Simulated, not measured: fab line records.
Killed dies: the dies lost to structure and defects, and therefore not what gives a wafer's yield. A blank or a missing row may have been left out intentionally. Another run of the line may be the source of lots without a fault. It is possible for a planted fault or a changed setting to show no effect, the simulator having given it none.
Matching of chambers / flow n5 finfet / 4 sister chambers for N5_BEOL_M11_CMP_52 on cmp-03
The step polishes, stops on SiCOH lowk, t overpolish 7 s, target thk 140 nm. 4 wafers are shown with their chamber, then 12 later ones without.

## WAFERS PAIRED WITH THEIR CHAMBERS
wafer=L081.1; chamber=1; motor current A (A)=6.6
wafer=L081.3; chamber=0; motor current A (A)=5.9
wafer=L084.2; chamber=2; motor current A (A)=6.7
wafer=L084.6; chamber=3; motor current A (A)=6.2

## WAFERS WHOSE CHAMBER IS MISSING
wafer=L089.1; motor current A (A)=7.1
wafer=L089.2; motor current A (A)=5.9
wafer=L089.3; motor current A (A)=6.1
wafer=L089.4; motor current A (A)=6.5
wafer=L089.5; motor current A (A)=6.0
wafer=L089.6; motor current A (A)=6.0
wafer=L091.1; motor current A (A)=6.0
wafer=L091.2; motor current A (A)=6.3
wafer=L091.6; motor current A (A)=6.2
wafer=L097.2; motor current A (A)=7.0
wafer=L097.4; motor current A (A)=6.5
wafer=L097.6; motor current A (A)=6.4

## WHICH CHAMBER EACH WENT THROUGH
wafer=L089.1; from the rows above=can't be placed: 2 or 1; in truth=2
wafer=L089.2; from the rows above=can't be placed: 0 or 3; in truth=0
wafer=L089.3; from the rows above=can't be placed: 3 or 0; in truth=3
wafer=L089.4; from the rows above=can't be placed: 1 or 2 or 3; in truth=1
wafer=L089.5; from the rows above=can't be placed: 0 or 3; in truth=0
wafer=L089.6; from the rows above=can't be placed: 0 or 3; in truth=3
wafer=L091.1; from the rows above=can't be placed: 0 or 3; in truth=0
wafer=L091.2; from the rows above=can't be placed: 3 or 1 or 0 or 2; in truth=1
wafer=L091.6; from the rows above=can't be placed: 3 or 0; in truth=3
wafer=L097.2; from the rows above=can't be placed: 2 or 1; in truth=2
wafer=L097.4; from the rows above=can't be placed: 1 or 2 or 3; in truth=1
wafer=L097.6; from the rows above=can't be placed: 1 or 3 or 2 or 0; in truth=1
0 of 12 placed correctly. Cannot be placed on the basis of these rows: 12; the candidates contain the true chamber in 12. 0 placed wrongly.
How it was worked out, from the rows above alone: a wafer's distance from a chamber is the root of the sum, over the readings, of the square of ((its reading less the chamber's mean) divided by the reading's scatter). If the next closest chamber is less than 2 further off than the closest, the wafer can't be placed; otherwise it belongs to the closest. For every chamber, the mean is computed from those of its wafers that are shown. The scatter: root of mean squared gap, hidden wafer to nearest shown wafer, with one shown wafer a chamber.
